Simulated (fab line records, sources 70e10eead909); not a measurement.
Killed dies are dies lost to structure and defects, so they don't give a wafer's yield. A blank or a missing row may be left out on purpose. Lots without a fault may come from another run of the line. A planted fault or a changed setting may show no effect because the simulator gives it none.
fab line records | flow nand_harc
record lots=12 wafers=36 last_day=33
route steps=1302 shown P_ZERO_WELL@26 P_GATE@124
lots that met no fault: from a run of the same line without faults
start_h: hours from the record's first day to the start of the lot's first wafer shown | wait_h: hours since the lot's step before | " the same as in the row above | L1.1+2: a row that stands for several wafers | - no value, or no start given | * or withheld: withheld | < > ~ a bound
route shown NAME@n: a module of which the file shows steps, and the number in the route of the first | usual: mean/standard deviation of fault-free wafers | same: alike in all rows | chamber/n: place in a boat | sites: the reading at each site | _std_site: their standard deviation | _edge_site: outer sites' mean less inner sites' | radius_mm: how far each site lies from the wafer's centre | mask NAME#n: copy n | behind: the tool/chamber that last shaped the wafer | hold: why the lot was held/for how many hours/how that ended | device: the transistor (n, p or np) that didn't switch | end of line: the same wafers' tests at the end of the route | a step without rows: its recipe alone | killed: dies lost to structure and defects at the first sort, not the wafer's yield | map: a wafer's dies, x killed, . not, _ none there
set.NAME: the setting as run; set.NAME@STEP: as run at that earlier step | model.NAME: the simulator's own value behind a step, which no gauge read
steps of the route over a sample of lots; a table a step, a row a wafer
services: from which hour (start_h, from the record's first day; less than 0 if before it) a tool's chamber was out of use, for how many hours, and why
## steps
# step NHARC_P_ZERO_WELL_EXPOSE_21
# recipe na=0.6 target_cd_nm=720 dose_mj=22.31 mask_id=P_NWELL
# columns lot.wafer tool chamber start_h wait_h mask
L666.3+5+6 krf_scanner-02 0 22.32 - P_NWELL#0
L667.1+2+5 krf_scanner-01 0 32.30 - P_NWELL#0
L668.1+3+6 krf_scanner-02 0 42.32 - P_NWELL#0
L670.2+4+5 krf_scanner-01 0 62.32 - P_NWELL#0
L671.2+3+5 krf_scanner-01 0 72.42 - P_NWELL#0
L672.4+5+6 krf_scanner-01 0 82.32 - P_NWELL#0
L674.4+5+6 krf_scanner-02 0 102.35 - P_NWELL#0
L675.3+5+6 krf_scanner-01 0 112.55 - P_NWELL#0
L676.2+3+6 krf_scanner-01 0 122.19 - P_NWELL_R1#0
L686.1+3+5 krf_scanner-01 0 223.39 - P_NWELL#0
L688.1+4+5 krf_scanner-01 0 242.48 - P_NWELL#0
L689.2+3+6 krf_scanner-01 0 252.31 - P_NWELL#0
# step NHARC_P_ZERO_WELL_CD_MEAS_24
# recipe target_cd_nm=720 landing_energy_ev=500
# usual cd_nm=720.2/2.8
# columns lot.wafer tool chamber start_h wait_h cd_nm
L666.3 cd_sem-01 0 22.47 - 716.6
L666.5 " 0 " " 718.2
L666.6 " 0 " " 716.7
L667.1 cd_sem-02 0 32.46 - 724.8
L667.2 " 0 " " 720.9
L667.5 " 0 " " 720.3
L668.1 cd_sem-02 0 42.48 - 726.5
L668.3 " 0 " " 724.5
L668.6 " 0 " " 724.0
L670.2 cd_sem-03 0 62.47 - 719.7
L670.4 " 0 " " 717.9
L670.5 " 0 " " 717.8
L671.2 cd_sem-03 0 72.58 - 718.2
L671.3 " 0 " " 715.0
L671.5 " 0 " " 718.1
L672.4 cd_sem-02 0 82.46 - 724.4
L672.5 " 0 " " 715.2
L672.6 " 0 " " 720.4
L674.4 cd_sem-03 0 102.50 - 719.4
L674.5 " 0 " " 716.4
L674.6 " 0 " " 717.3
L675.3 cd_sem-02 0 112.70 - 718.6
L675.5 " 0 " " 722.1
L675.6 " 0 " " 718.6
L676.2 cd_sem-02 0 122.34 - 677.1
L676.3 " 0 " " 672.0
L676.6 " 0 " " 675.5
L686.1 cd_sem-01 0 223.55 - 720.7
L686.3 " 0 " " 717.9
L686.5 " 0 " " 719.5
L688.1 cd_sem-02 0 242.64 - 722.0
L688.4 " 0 " " 721.8
L688.5 " 0 " " 723.1
L689.2 cd_sem-03 0 252.46 - 714.4
L689.3 " 0 " " 715.7
L689.6 " 0 " " 715.0
# step NHARC_P_ZERO_WELL_DESCUM_26
# recipe time_s=3 o2_flow_sccm=200 ar_flow_sccm=0 bias_power_w=0 chemistry=O2
# usual drypump_motor_current_A=5.7/0.35 oes_product_au=1.003/0.011 rf_vpp_V=57.7/0.85 showerhead_plenum_p_Torr=1.91/0.073 throttle_valve_pct=11.311/0.008
# same bias_power_w=0
# columns lot.wafer tool chamber start_h wait_h drypump_motor_current_A oes_product_au rf_hours_counter_h rf_vpp_V showerhead_plenum_p_Torr throttle_valve_pct
L666.3 rie_diel-02 0 22.66 - 6.1 1.013 46 57.9 1.95 11.304
L666.6 " 1 " " 6.0 1.000 - 57.4 1.97 11.323
L666.5 " 2 " " 5.7 0.992 - 57.6 1.83 11.306
L667.1 rie_diel-02 2 32.63 - 5.7 0.978 48 59.5 1.83 11.309
L667.2 " 0 " " 6.1 0.993 49 57.7 1.95 11.313
L667.5 " 2 " " 5.7 0.981 - 57.0 1.83 11.316
L668.1 rie_diel-09 0 42.64 - 5.2 0.996 22 57.4 1.93 11.310
L668.3 " 2 " " 5.7 0.997 19 57.6 2.02 11.309
L668.6 " 1 " " 6.1 0.993 - 59.5 2.01 11.301
L670.4 rie_diel-09 0 62.63 - 5.2 1.002 27 58.0 1.93 11.305
L670.2 " 2 " " 5.7 0.991 25 58.3 2.02 11.311
L670.5 " 1 " " 6.2 0.984 - 59.1 2.00 11.295
L671.3 rie_diel-02 2 72.77 - 5.7 0.995 8 57.0 1.83 11.311
L671.2 " 3 " " 5.3 1.024 10 56.9 1.83 11.299
L671.5 " 1 " " 6.0 1.011 - 57.8 1.97 11.302
L672.4 rie_diel-09 3 82.64 - 5.9 1.007 36 56.8 1.84 11.337
L672.6 " 1 " " 6.1 1.000 - 58.5 2.00 11.297
L672.5 " 2 " " 5.7 0.986 - 57.6 2.02 11.311
L674.6 rie_diel-02 1 102.70 - 6.0 1.016 - 59.4 1.96 11.319
L674.5 " 3 " " 5.3 1.021 - 58.2 1.83 11.310
L674.4 " 0 " " 6.1 0.997 - 58.7 1.94 11.313
L675.3 rie_diel-12 3 112.89 - 5.1 1.024 4 57.6 1.96 11.293
L675.5 " 0 " " 5.6 0.998 - 57.8 1.97 11.305
L675.6 " 1 " " 5.6 1.006 - 56.4 1.85 11.303
L676.3 rie_diel-09 2 122.55 - 5.8 0.992 41 59.8 2.02 11.313
L676.2 " 3 " " 5.9 1.020 50 56.6 1.84 11.311
L676.6 " 0 " " 5.2 1.000 - 56.7 1.92 11.337
L686.1 rie_diel-09 3 223.80 - 5.9 1.023 20 57.1 1.83 11.309
L686.3 " 0 " " 5.3 1.006 21 57.1 1.91 11.307
L686.5 " 0 " " 5.3 1.003 - 55.9 1.91 11.300
L688.4 rie_diel-09 3 242.82 - 5.8 1.011 25 56.0 1.83 11.313
L688.1 " 2 " " 5.7 0.993 26 58.2 2.01 11.309
L688.5 " 3 " " 5.9 1.015 - 57.8 1.83 11.321
L689.2 rie_diel-12 1 252.63 - 5.5 0.983 45 57.0 1.83 11.314
L689.3 " 2 " " 6.0 0.979 59 58.0 1.76 11.307
L689.6 " 1 " " 5.5 0.986 - 57.3 1.83 11.313
# step NHARC_P_ZERO_WELL_CD_MEAS_37
# recipe target_cd_nm=720 landing_energy_ev=500
# usual cd_nm=718.8/2.7
# columns lot.wafer tool chamber start_h wait_h cd_nm
L666.3 cd_sem-02 0 24.12 - 717.1
L666.5 " 0 " " 718.6
L666.6 " 0 " " 717.9
L667.1 cd_sem-01 0 34.10 - 719.0
L667.2 " 0 " " 719.8
L667.5 " 0 " " 718.1
L668.1 cd_sem-03 0 44.12 - 715.8
L668.3 " 0 " " 717.6
L668.6 " 0 " " 717.0
L670.2 cd_sem-02 0 64.03 - 716.4
L670.4 " 0 " " 723.3
L670.5 " 0 " " 725.3
L671.2 cd_sem-03 0 74.17 - 719.0
L671.3 " 0 " " 718.9
L671.5 " 0 " " 721.9
L672.4 cd_sem-01 0 83.98 - 719.2
L672.5 " 0 " " 718.6
L672.6 " 0 " " 721.7
L674.4 cd_sem-01 0 104.03 - 712.5
L674.5 " 0 " " 714.8
L674.6 " 0 " " 714.1
L675.3 cd_sem-03 0 114.22 - 722.8
L675.5 " 0 " " 718.6
L675.6 " 0 " " 720.6
L676.2 cd_sem-01 0 123.89 - 719.0
L676.3 " 0 " " 715.0
L676.6 " 0 " " 714.2
L686.1 cd_sem-02 0 225.15 - 718.9
L686.3 " 0 " " 723.1
L686.5 " 0 " " 715.0
L688.1 cd_sem-03 0 244.18 - 717.9
L688.4 " 0 " " 719.5
L688.5 " 0 " " 718.6
L689.2 cd_sem-03 0 254.10 - 720.7
L689.3 " 0 " " 722.3
L689.6 " 0 " " 719.2
# step NHARC_P_GATE_DESCUM_13
# recipe time_s=3 o2_flow_sccm=200 ar_flow_sccm=0 bias_power_w=0 chemistry=O2
# usual drypump_motor_current_A=5.7/0.37 oes_product_au=1.000/0.013 rf_vpp_V=57.9/0.92 showerhead_plenum_p_Torr=1.94/0.082 throttle_valve_pct=11.312/0.0092
# same bias_power_w=0
# columns lot.wafer tool chamber start_h wait_h drypump_motor_current_A oes_product_au rf_hours_counter_h rf_vpp_V showerhead_plenum_p_Torr throttle_valve_pct
L666.3 rie_diel-01 2 80.15 - 5.7 0.974 2.7 57.4 2.04 11.314
L666.5 " 2 " " 5.7 0.972 - 58.5 2.04 11.316
L666.6 " 3 " " 5.9 1.027 - 57.4 1.90 11.307
L667.2 rie_diel-04 3 92.13 - 5.2 0.995 4.1 56.2 1.79 11.310
L667.1 " 0 " " 5.4 1.005 3.8 57.7 1.84 11.310
L667.5 " 3 " " 5.2 0.989 - 58.0 1.79 11.324
L668.1 rie_diel-01 1 103.38 - 6.0 1.006 3.0 58.2 2.00 11.312
L668.3 " 3 " " 5.9 1.015 4.4 58.0 1.90 11.322
L668.6 " 2 " " 5.7 0.999 - 58.1 2.04 11.292
L670.4 rie_diel-04 1 117.28 - 5.0 1.002 5.3 57.0 1.93 11.322
L670.2 " 0 " " 5.4 1.003 5.7 57.7 1.84 11.327
L670.5 " 1 " " 5.0 1.011 - 58.1 1.93 11.312
L671.2 rie_diel-01 2 130.09 - 5.7 0.985 5.6 58.3 2.04 11.314
L671.3 " 0 " " 6.4 0.996 3.9 57.7 1.83 11.321
L671.5 " 1 " " 6.0 1.013 - 57.5 2.00 11.300
L672.4 rie_diel-11 3 142.26 - 5.3 0.989 3.9 57.9 1.97 11.308
L672.6 " 3 " " 5.4 0.983 - 58.7 1.97 11.334
L672.5 " 0 " " 6.1 1.003 - 58.5 1.96 11.297
L674.6 rie_diel-11 2 159.84 - 5.9 1.005 - 56.1 1.95 11.309
L674.4 " 3 " " 5.3 0.975 - 58.3 1.97 11.311
L674.5 " 0 " " 6.1 0.982 - 58.4 1.96 11.319
L675.3 rie_diel-11 3 180.08 - 5.4 0.977 5.5 57.3 1.97 11.314
L675.6 " 2 " " 5.9 1.023 - 59.7 1.95 11.308
L675.5 " 3 " " 5.4 0.989 - 58.6 1.97 11.313
L676.2 rie_diel-01 0 180.24 - 6.4 1.001 7.2 57.3 1.83 11.308
L676.3 " 2 " " 5.7 0.983 8.8 57.4 2.04 11.315
L676.6 " 3 " " 5.9 1.014 - 58.9 1.90 11.330
L686.3 rie_diel-11 1 281.91 - 5.6 1.031 0.6 58.9 2.04 11.322
L686.1 " 2 " " 5.9 1.016 0.6 57.5 1.95 11.307
L686.5 " 1 " " 5.6 1.024 - 58.0 2.04 11.323
L688.1 rie_diel-11 3 299.93 - 5.4 1.007 0.8 56.8 1.97 11.312
L688.4 " 0 " " 6.1 1.015 0.5 59.1 1.96 11.295
L688.5 " 3 " " 5.4 1.002 - 57.7 1.97 11.321
L689.3 rie_diel-01 3 311.01 - 5.8 1.000 6.9 59.7 1.90 11.305
L689.2 " 1 " " 6.0 0.978 7.6 59.4 2.00 11.311
L689.6 " 3 " " 5.9 1.001 - 57.8 1.90 11.318
## services
# columns tool chamber start_h hours kind
rie_diel-01 2 3.93 1.9 repair
rie_diel-01 - 26.80 9.0 pm
rie_diel-02 - 40.35 9.0 pm
rie_diel-11 - 78.50 9.0 pm
krf_scanner-01 - 96.85 4.5 repair
rie_diel-02 2 97.06 9.3 repair
rie_diel-01 0 98.42 22.5 repair
rie_diel-02 0 108.22 3.7 repair
krf_scanner-01 - 140.00 4.0 pm
rie_diel-09 - 144.30 0.9 repair
krf_scanner-01 - 148.00 2.0 repair
rie_diel-11 1 155.33 12.0 repair
rie_diel-02 0 173.06 6.3 repair
rie_diel-02 1 175.62 11.2 repair
rie_diel-01 - 203.80 9.0 pm
rie_diel-02 - 217.35 9.0 pm
krf_scanner-01 - 219.53 0.8 repair
krf_scanner-01 - 224.74 6.4 repair
rie_diel-11 1 230.55 4.0 repair
rie_diel-11 - 234.75 0.2 repair
rie_diel-02 0 246.34 2.0 repair
rie_diel-11 - 255.50 9.0 pm
krf_scanner-01 - 263.66 5.2 repair
rie_diel-11 0 269.67 9.7 repair
## key
first_sign step=NHARC_P_ZERO_WELL_EXPOSE_21 reading=mask direction=changed
effect step=NHARC_P_ZERO_WELL_CD_MEAS_24 reading=cd_nm direction=down sigmas=16 usual=720.2 struck=674.9
met_at NHARC_P_ZERO_WELL_EXPOSE_21
struck_lots L676
tester_left_out L676
not_acting_at NHARC_P_ZERO_WELL_DESCUM_26,NHARC_P_ZERO_WELL_CD_MEAS_37,NHARC_P_GATE_DESCUM_13
onset_between 112.55 122.19
fault kind=wrong_mask tool=any chamber=- onset_h=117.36 steps=NHARC_P_ZERO_WELL_EXPOSE_21 aux_copy=P_NWELL_R1#0 cd_offset_nm=-44.894 scope=struck_lots_only
# tester_left_out: of these lots the tester's yield and bins aren't shown, on N5 and GAA mostly nor the transistor test; their killed dies are dies lost to structure and defects alone, not to doping, threshold or leakage, so they don't give the yield
